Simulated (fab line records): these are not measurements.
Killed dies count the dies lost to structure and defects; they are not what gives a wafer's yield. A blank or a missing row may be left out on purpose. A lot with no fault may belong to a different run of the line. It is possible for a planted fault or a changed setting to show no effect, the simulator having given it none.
Which of the tools did it? || flow n5-finfet || 33 wafers from 11 lots sampled at 4 of the route's 1938 steps

== WHAT THE GAUGES SHOWED, per wafer ==
N5_BEOL_M8_INSPECT_30: inspects for defects (brightfield).
{"lot": "L075", "measured": "day 9 10:26", "on": "defect-inspect-02", "raw-defect-count": "547 376 502"}
{"lot": "L077", "measured": "day 9 22:35", "on": "defect-inspect-01", "raw-defect-count": "442 354 351"}
{"lot": "L079", "measured": "day 10 11:42", "on": "defect-inspect-02", "raw-defect-count": "396 372 472"}
{"lot": "L081", "measured": "day 10 23:25", "on": "defect-inspect-02", "raw-defect-count": "394 543 456"}
{"lot": "L083", "measured": "day 11 17:41", "on": "defect-inspect-01", "raw-defect-count": "308 437 530"}
{"lot": "L085", "measured": "day 11 21:55", "on": "defect-inspect-02", "raw-defect-count": "445 344 450"}
{"lot": "L088", "measured": "day 12 17:23", "on": "defect-inspect-02", "raw-defect-count": "321 372 499"}
{"lot": "L090", "measured": "day 13 05:33", "on": "defect-inspect-02", "raw-defect-count": "411 379 490"}
{"lot": "L092", "measured": "day 13 16:16", "on": "defect-inspect-02", "raw-defect-count": "315 308 339"}
{"lot": "L094", "measured": "day 14 13:10", "on": "defect-inspect-01", "raw-defect-count": "429 582 401"}
{"lot": "L096", "measured": "day 15 04:41", "on": "defect-inspect-02", "raw-defect-count": "329 354 352"}

== WHAT TOOL EACH LOT RAN ON (gives the tool, then ch and the chambers of the sampled wafers, and finally the start) ==
{"lot": "L075", "N5_BEOL_M7_ETCH_66": "rie-diel-03 ch 0,1, day 9 02:54", "N5_BEOL_M7_ANNEAL_51": "rtp-anneal-01 ch 0, day 9 06:02", "N5_BEOL_M8_ETCH_62": "rie-diel-04 ch 0,1,2, day 9 09:38"}
{"lot": "L077", "N5_BEOL_M7_ETCH_66": "rie-diel-02 ch 2,3, day 9 14:00", "N5_BEOL_M7_ANNEAL_51": "rtp-anneal-02 ch 0, day 9 16:17", "N5_BEOL_M8_ETCH_62": "rie-diel-05 ch 0,3, day 9 19:57"}
{"lot": "L079", "N5_BEOL_M7_ETCH_66": "rie-diel-01 ch 1,2,3, day 10 04:24", "N5_BEOL_M7_ANNEAL_51": "rtp-anneal-01 ch 0, day 10 07:47", "N5_BEOL_M8_ETCH_62": "rie-diel-05 ch 0,1,3, day 10 10:39"}
{"lot": "L081", "N5_BEOL_M7_ETCH_66": "rie-diel-03 ch 2,3, day 10 16:08", "N5_BEOL_M7_ANNEAL_51": "rtp-anneal-02 ch 0, day 10 18:32", "N5_BEOL_M8_ETCH_62": "rie-diel-06 ch 1,2,3, day 10 21:34"}
{"lot": "L083", "N5_BEOL_M7_ETCH_66": "rie-diel-01 ch 0,1, day 11 09:14", "N5_BEOL_M7_ANNEAL_51": "rtp-anneal-01 ch 0, day 11 10:52", "N5_BEOL_M8_ETCH_62": "rie-diel-05 ch 2,3, day 11 13:46"}
{"lot": "L085", "N5_BEOL_M7_ETCH_66": "rie-diel-03 ch 0,2, day 11 12:29", "N5_BEOL_M7_ANNEAL_51": "rtp-anneal-02 ch 0, day 11 17:42", "N5_BEOL_M8_ETCH_62": "rie-diel-06 ch 0,1,2, day 11 20:32"}
{"lot": "L088", "N5_BEOL_M7_ETCH_66": "rie-diel-02 ch 0,1, day 12 09:34", "N5_BEOL_M7_ANNEAL_51": "rtp-anneal-01 ch 0, day 12 12:19", "N5_BEOL_M8_ETCH_62": "rie-diel-06 ch 0,1,3, day 12 16:29"}
{"lot": "L090", "N5_BEOL_M7_ETCH_66": "rie-diel-02 ch 0,1,3, day 12 22:13", "N5_BEOL_M7_ANNEAL_51": "rtp-anneal-02 ch 0, day 13 00:23", "N5_BEOL_M8_ETCH_62": "rie-diel-06 ch 0,1, day 13 03:03"}
{"lot": "L092", "N5_BEOL_M7_ETCH_66": "rie-diel-02 ch 1,2,3, day 13 08:19", "N5_BEOL_M7_ANNEAL_51": "rtp-anneal-02 ch 0, day 13 10:21", "N5_BEOL_M8_ETCH_62": "rie-diel-05 ch 1,2,3, day 13 13:39"}
{"lot": "L094", "N5_BEOL_M7_ETCH_66": "rie-diel-01 ch 0,2,3, day 14 05:58", "N5_BEOL_M7_ANNEAL_51": "rtp-anneal-02 ch 0, day 14 09:01", "N5_BEOL_M8_ETCH_62": "rie-diel-05 ch 1,2, day 14 11:56"}
{"lot": "L096", "N5_BEOL_M7_ETCH_66": "rie-diel-01 ch 1,3, day 14 18:44", "N5_BEOL_M7_ANNEAL_51": "rtp-anneal-02 ch 0, day 14 23:07", "N5_BEOL_M8_ETCH_62": "rie-diel-05 ch 0,1, day 15 02:14"}
- N5_BEOL_M7_ETCH_66: etches SOC in N2/H2, target depth 80 nm, overetch 16 nm, time 120 s.
- N5_BEOL_M7_ANNEAL_51: time 90 s.
- N5_BEOL_M8_ETCH_62: etches SOC in N2/H2, target depth 110 nm, overetch 22 nm, time 165 s.

== THE ANSWER, worked out from the rows above alone ==
Rule: what is usual is taken from the lots themselves. The widest of any qualifying gaps counts: lots, ordered by their means at a reading, are off when they make up no more than a third of the lots, leave a main group of 4 or more, and stand apart from it by 3 or more times the standard deviation of that group's means. If all means in a main group match to the digits the tables above print for the reading, that group is not used. Also off: a lot with no number at a reading for which 4 or more lots have one. All remaining lots with rows at the step are treated as sound.
No lot is off at any reading shown: from this, nothing can be told.

== WHAT WAS PUT IN BY THE SIMULATOR ==
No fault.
